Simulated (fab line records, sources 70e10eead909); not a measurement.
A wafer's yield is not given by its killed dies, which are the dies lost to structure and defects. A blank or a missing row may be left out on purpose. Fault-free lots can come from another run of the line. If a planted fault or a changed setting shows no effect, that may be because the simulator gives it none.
fab line records	flow nandHarc
[record] lots = 5	wafers = 15	lastDay = 33
route steps=1302 shown THIN_TSV@1296 END@1301
lots with no fault: from the same line, run without faults
startH: start of the lot's first displayed wafer, in hours after the record's first day	waitH: hours elapsed since this lot's preceding step	" same as the row above	L1.1+2: several wafers, shown together as one row	- value missing, or start not given	* or withheld: withheld	< > ~ a bound
route shown NAME@n: a module of which the file shows steps, and the number in the route of the first	usual: mean/standard deviation of fault-free wafers	same: alike in all rows	chamber/n: place in a boat	sites: each site's reading	_std_site: how widely they spread, as a standard deviation	_edge_site: inner sites' mean taken away from outer sites' mean	radiusMm: how far each site lies from the wafer's centre	mask NAME#n: copy n	behind: the last tool/chamber to shape the wafer	hold: reason for holding the lot/hours on hold/outcome of the hold	device: whichever transistor did not switch (one of n, p or np)	end of line: tests of these same wafers at the route's end	a step with no rows: only its recipe	killed: count of dies lost to structure and defects at first sort (not the wafer's yield)	map: the dies of a wafer, with x for killed, . for not killed, _ for no die there
set.NAME: the run value of the setting; set.NAME@STEP: its run value at that earlier step	model.NAME: the simulator's own value behind a step, which no gauge read
lots at selected steps of the route; one table per step, one row per wafer
services: the hour from which a tool's chamber was out of use, counted from the record's first day as startH (under 0 if before that day), plus the number of hours and why
[[steps]]
[step NHARC_THIN_TSV_STRIP_56]
[recipe] powerW = 1500	tempC = 250	chemistry = O2
[usual] drypumpMotorCurrentA = 6.0/0.64	heaterPowerW = 322/12
lot.wafer	tool	chamber	startH	waitH	drypumpMotorCurrentA	heaterPowerW	rfHoursCounterH
L075.2	plasmaAsher-01	0	571.34	0.1	6.2	329	7
L075.4	"	0	"	"	6.2	323	-
L075.3	"	1	"	"	5.1	319	-
L077.2	plasmaAsher-01	0	579.17	0.1	6.2	317	8
L077.3	"	0	"	"	6.2	328	-
L077.5	"	1	"	"	5.0	318	-
L081.2	plasmaAsher-02	0	638.10	0.1	6.3	328	4
L081.1	"	1	"	"	6.7	326	4
L081.5	"	1	"	"	6.7	329	-
L086.2	plasmaAsher-01	1	663.11	0.1	5.1	314	30
L086.1	"	0	"	"	6.2	324	30
L086.4	"	1	"	"	5.1	316	-
L096.2	plasmaAsher-02	0	772.39	0.1	6.4	327	31
L096.1	"	1	"	"	6.7	323	31
L096.6	"	0	"	"	6.4	319	-
[step NHARC_THIN_TSV_STRIP_57]
[recipe] timeS = 1200	tempC = 72.5	chemistry = postEtchResidueRemover
[usual] bathHeatDutyPct = 14.9/1.5
lot.wafer	tool	chamber	startH	waitH	bathHeatDutyPct
L075.4	wetBench-08	1	571.69	0.2	14.9
L075.3	"	2	"	"	16.0
L075.2	"	3	"	"	17.7
L077.3	wetBench-08	6	579.50	0.2	14.5
L077.5	"	0	"	"	17.4
L077.2	"	1	"	"	15.1
L081.5	wetBench-10	4	638.45	0.1	15.2
L081.1	"	6	"	"	14.2
L081.2	"	1	"	"	14.2
L086.2	wetBench-08	7	663.50	0.3	14.7
L086.1	"	0	"	"	17.4
L086.4	"	1	"	"	13.4
L096.1	wetBench-08	5	772.74	0.3	14.3
L096.6	"	6	"	"	13.7
L096.2	"	2	"	"	16.2
[step NHARC_THIN_TSV_CD_MEAS_37]
[usual] cdNm = 4999.6/2.8
lot.wafer	tool	chamber	startH	waitH	cdNm
L075.2	cdSem-01	-	572.14	-	5002.4
L075.3	"	-	"	"	4996.4
L075.4	"	-	"	"	5000.2
L077.2	cdSem-03	-	579.92	-	4998.5
L077.3	"	-	"	"	4999.8
L077.5	"	-	"	"	4999.3
L081.1	cdSem-01	-	638.90	-	5003.3
L081.2	"	-	"	"	4999.5
L081.5	"	-	"	"	5001.8
L086.1	cdSem-01	-	663.91	-	4999.0
L086.2	"	-	"	"	5001.1
L086.4	"	-	"	"	4993.5
L096.1	cdSem-01	-	773.18	-	5004.6
L096.2	"	-	"	"	5001.0
L096.6	"	-	"	"	5000.6
[step NHARC_THIN_TSV_ANNEAL_58]
[recipe] tempC = 400	timeS = 1800
lot.wafer	tool	chamber	startH	waitH
L075.2+3+4	furnace-07	0	575.21	3.1
L077.2+3+5	furnace-06	0	583.13	3.2
L081.1+2+5	furnace-07	0	640.73	1.8
L086.1+2+4	furnace-07	0	667.78	3.9
L096.1+2+6	furnace-07	0	776.26	3.1
[step NHARC_THIN_TSV_INSPECT_40]
[usual] rawDefectCount = 548/95
lot.wafer	tool	chamber	startH	waitH	rawDefectCount
L075.2	defectInspect-02	-	576.65	0.4	633
L075.3	"	-	"	"	607
L075.4	"	-	"	"	628
L077.2	defectInspect-01	-	584.56	0.4	725
L077.3	"	-	"	"	505
L077.5	"	-	"	"	594
L081.1	defectInspect-02	-	642.16	0.4	498
L081.2	"	-	"	"	761
L081.5	"	-	"	"	610
L086.1	defectInspect-02	-	669.23	0.4	565
L086.2	"	-	"	"	475
L086.4	"	-	"	"	601
L096.1	defectInspect-02	-	777.70	0.4	500
L096.2	"	-	"	"	510
L096.6	"	-	"	"	540
[step NHARC_END_WLT_00]
[usual] VT_DECK1_BOTTOM = 0.870/0.0088	VT_DECK1_BOTTOM_INNER = 0.870/0.0089	VT_DECK1_MEDIAN_NEAR_BOTTOM = 0.871/0.0087	VT_DECK1_MEDIAN_NEAR_BOTTOM_INNER = 0.871/0.0083	VT_DECK1_MIDDLE = 0.883/0.008	VT_DECK1_MIDDLE_INNER = 0.882/0.0079	VT_DECK1_TOP = 0.895/0.008	VT_DECK1_TOP_INNER = 0.895/0.0079	VT_DECK2_BOTTOM = 0.874/0.0073	VT_DECK2_BOTTOM_INNER = 0.874/0.0067	VT_DECK2_MEDIAN_NEAR_BOTTOM = 0.875/0.0071	VT_DECK2_MEDIAN_NEAR_BOTTOM_INNER = 0.875/0.0078	VT_DECK2_MIDDLE = 0.887/0.0068	VT_DECK2_MIDDLE_INNER = 0.887/0.0068	VT_DECK2_TOP = 0.899/0.0072	VT_DECK2_TOP_INNER = 0.898/0.007
lot.wafer	tool	chamber	startH	waitH	VT_DECK1_BOTTOM	VT_DECK1_BOTTOM_INNER	VT_DECK1_MEDIAN_NEAR_BOTTOM	VT_DECK1_MEDIAN_NEAR_BOTTOM_INNER	VT_DECK1_MIDDLE	VT_DECK1_MIDDLE_INNER	VT_DECK1_TOP	VT_DECK1_TOP_INNER	VT_DECK2_BOTTOM	VT_DECK2_BOTTOM_INNER	VT_DECK2_MEDIAN_NEAR_BOTTOM	VT_DECK2_MEDIAN_NEAR_BOTTOM_INNER	VT_DECK2_MIDDLE	VT_DECK2_MIDDLE_INNER	VT_DECK2_TOP	VT_DECK2_TOP_INNER
L075.2	prober-02	-	579.48	2.8	0.879	0.883	0.880	0.880	0.892	0.897	0.906	0.902	0.879	0.880	0.882	0.877	0.888	0.885	0.902	0.901
L075.3	"	-	"	"	0.879	0.879	0.871	0.880	0.889	0.893	0.908	0.910	0.881	0.872	0.880	0.873	0.891	0.882	0.900	0.898
L075.4	"	-	"	"	0.887	0.890	0.877	0.893	0.897	0.899	0.909	0.909	0.868	0.875	0.873	0.876	0.893	0.882	0.907	0.900
L077.2	prober-01	-	585.11	0.6	0.869	0.873	0.875	0.868	0.884	0.883	0.896	0.896	0.871	0.870	0.875	0.880	0.887	0.896	0.906	0.914
L077.3	"	-	"	"	0.877	0.870	0.871	0.868	0.878	0.888	0.896	0.893	0.872	0.879	0.876	0.883	0.893	0.889	0.910	0.900
L077.5	"	-	586.63	2.1	0.876	0.872	0.874	0.874	0.883	0.882	0.892	0.901	0.872	0.877	0.874	0.892	0.893	0.898	0.908	0.906
L081.1	prober-02	-	642.22	0.1	0.876	0.873	0.874	0.872	0.886	0.890	0.891	0.899	0.875	0.877	0.881	0.877	0.889	0.889	0.903	0.904
L081.2	"	-	"	"	0.881	0.886	0.882	0.885	0.895	0.878	0.892	0.896	0.866	0.876	0.878	0.875	0.897	0.885	0.903	0.897
L081.5	"	-	644.24	2.1	0.881	0.880	0.879	0.884	0.900	0.893	0.906	0.901	0.869	0.868	0.876	0.876	0.880	0.884	0.897	0.900
L086.1	prober-01	-	669.28	0.0	0.867	0.868	0.876	0.872	0.888	0.883	0.906	0.897	0.871	0.875	0.874	0.882	0.884	0.890	0.897	0.895
L086.2	"	-	"	"	0.874	0.870	0.880	0.870	0.896	0.878	0.900	0.905	0.879	0.872	0.881	0.875	0.890	0.892	0.896	0.894
L086.4	"	-	"	"	0.876	0.872	0.875	0.876	0.898	0.885	0.892	0.899	0.874	0.881	0.881	0.879	0.893	0.888	0.901	0.901
L096.1	prober-01	-	777.74	0.0	0.857	0.860	0.851	0.859	0.872	0.876	0.887	0.882	0.870	0.869	0.861	0.867	0.873	0.877	0.882	0.883
L096.2	"	-	"	"	0.862	0.866	0.866	0.871	0.881	0.876	0.888	0.896	0.862	0.869	0.864	0.862	0.875	0.882	0.889	0.887
L096.6	"	-	780.24	2.5	0.861	0.862	0.858	0.866	0.877	0.874	0.891	0.889	0.860	0.861	0.862	0.863	0.871	0.867	0.885	0.887
[step NHARC_END_SORT_01]
[recipe] tempC = 25
[usual] defectLimitedYield = 91.9/2.9	killedAtArray = 50/20	killedAtOther = 1.2/1.5	killedAtPeriphery = 3.6/2.6	killedDies = 55/20	killedOpen = 3.4/2	killedShort = 2.7/1.6	sort_bin_2_pct = 2.9/1.3	sort_bin_3_pct = 0.6/0.38	sort_bin_4_pct = 4.6/1.6	sortNPass = 622/20	sortRimYieldPct = 93/3.8	sortYieldPct = 91.9/2.9
[same] grossDies = 677	sort_bin_5_pct[%] = 0	sort_bin_6_pct[%] = 0	sort_bin_7_pct[%] = 0	sort_bin_8_pct[%] = 0	sortRimNGross = 106.00
lot.wafer	tool	chamber	startH	waitH	defectLimitedYield[%]	killedAtArray	killedAtOther	killedAtPeriphery	killedDies	killedOpen	killedShort	sort_bin_2_pct[%]	sort_bin_3_pct[%]	sort_bin_4_pct[%]	sortNPass	sortRimYieldPct[%]	sortYieldPct[%]
L075.2	prober-02	0	582.79	2.8	87.1	85	0	2	87	5	3	4.7	0.6	7.5	590	92	87.1
L075.3	prober-02	0	583.60	3.1	86.4	84	4	4	92	2	2	5.2	1.0	7.4	585	94	86.4
L075.4	prober-02	0	584.41	3.4	88.8	70	3	3	76	2	1	4.9	0.9	5.5	601	89	88.8
L081.1	prober-02	0	645.25	2.5	90.5	61	0	3	64	4	1	2.8	0.4	6.2	613	92	90.5
L081.2	prober-02	0	646.05	2.8	86.7	88	0	2	90	4	2	5.3	1.5	6.5	587	92	86.7
L081.5	prober-02	0	648.47	3.7	89.1	68	0	6	74	3	3	3.7	0.4	6.8	603	95	89.1
// killed by level:class
L075.2 A_CHANNEL_HOLE_D1:chamberFilmFlake=30 A_CHANNEL_HOLE_D2:chamberFilmFlake=30 A_SLIT:chamberFilmFlake=9 A_STAIRCASE:chamberFilmFlake=4 A_CONTACT:chamberFilmFlake=3 A_BLC:geometricParticle:open=2 P_BONDPAD:chamberFilmFlake=2 A_CHANNEL_HOLE_D1:geometricParticle:open=1
L075.3 A_CHANNEL_HOLE_D2:chamberFilmFlake=30 A_CHANNEL_HOLE_D1:chamberFilmFlake=22 A_SLIT:chamberFilmFlake=19 A_CONTACT:chamberFilmFlake=7 THIN_TSV:chamberFilmFlake=3 P_GATE:chamberFilmFlake=2 A_BONDPAD:chamberFilmFlake=1 P_CONTACT:geometricParticle:open=1
L075.4 A_CHANNEL_HOLE_D2:chamberFilmFlake=26 A_CHANNEL_HOLE_D1:chamberFilmFlake=22 A_SLIT:chamberFilmFlake=6 A_CONTACT:chamberFilmFlake=6 THIN_TSV:chamberFilmFlake=3 A_M1:chamberFilmFlake=3 A_DECK1_JOINT:chamberFilmFlake=2 P_STI:geometricParticle:open=1
L081.1 A_CHANNEL_HOLE_D2:chamberFilmFlake=36 A_SLIT:chamberFilmFlake=8 A_CHANNEL_HOLE_D1:chamberFilmFlake=6 A_CONTACT:chamberFilmFlake=4 A_STAIRCASE:chamberFilmFlake=2 P_CONTACT:geometricParticle:open=1 A_ONON_D1:geometricParticle:open=1 A_CHANNEL_FILL_D1:geometricParticle:short=1
L081.2 A_CHANNEL_HOLE_D2:chamberFilmFlake=36 A_SLIT:chamberFilmFlake=33 A_CONTACT:chamberFilmFlake=7 A_CHANNEL_HOLE_D1:chamberFilmFlake=3 A_ZERO_WELL:chamberFilmFlake=2 A_ONON_D1:geometricParticle:short=1 A_ONON_D1:geometricParticle:open=1 A_CHANNEL_FILL_D1:geometricParticle:open=1
L081.5 A_CHANNEL_HOLE_D2:chamberFilmFlake=29 A_SLIT:chamberFilmFlake=26 A_CONTACT:chamberFilmFlake=4 P_M2:chamberFilmFlake=3 P_GATE:chamberFilmFlake=2 A_STAIRCASE:chamberFilmFlake=2 P_M0:geometricParticle:open=1 A_ONON_D1:geometricParticle:open=1
[[services]]
tool	chamber	startH	hours	kind
plasmaAsher-02	-	603.00	9.0	pm
wetBench-08	-	646.40	8.0	pm
wetBench-08	0	654.40	-	consumableReplace:bath
wetBench-08	0	654.40	-	consumableReplace:filter
wetBench-08	1	654.40	-	consumableReplace:bath
wetBench-08	1	654.40	-	consumableReplace:filter
wetBench-08	2	654.40	-	consumableReplace:bath
wetBench-08	2	654.40	-	consumableReplace:filter
wetBench-08	3	654.40	-	consumableReplace:bath
wetBench-08	3	654.40	-	consumableReplace:filter
wetBench-08	4	654.40	-	consumableReplace:bath
wetBench-08	4	654.40	-	consumableReplace:filter
wetBench-08	5	654.40	-	consumableReplace:bath
wetBench-08	5	654.40	-	consumableReplace:filter
wetBench-08	6	654.40	-	consumableReplace:bath
wetBench-08	6	654.40	-	consumableReplace:filter
wetBench-08	7	654.40	-	consumableReplace:bath
wetBench-08	7	654.40	-	consumableReplace:filter
furnace-06	-	658.80	26.0	pm
wetBench-10	-	663.20	8.0	pm
furnace-07	-	677.64	1.8	repair
wetBench-08	-	700.36	0.5	repair
plasmaAsher-01	-	703.70	9.0	pm
plasmaAsher-01	0	703.70	9.0	ventCycle
[[key]]
fault none
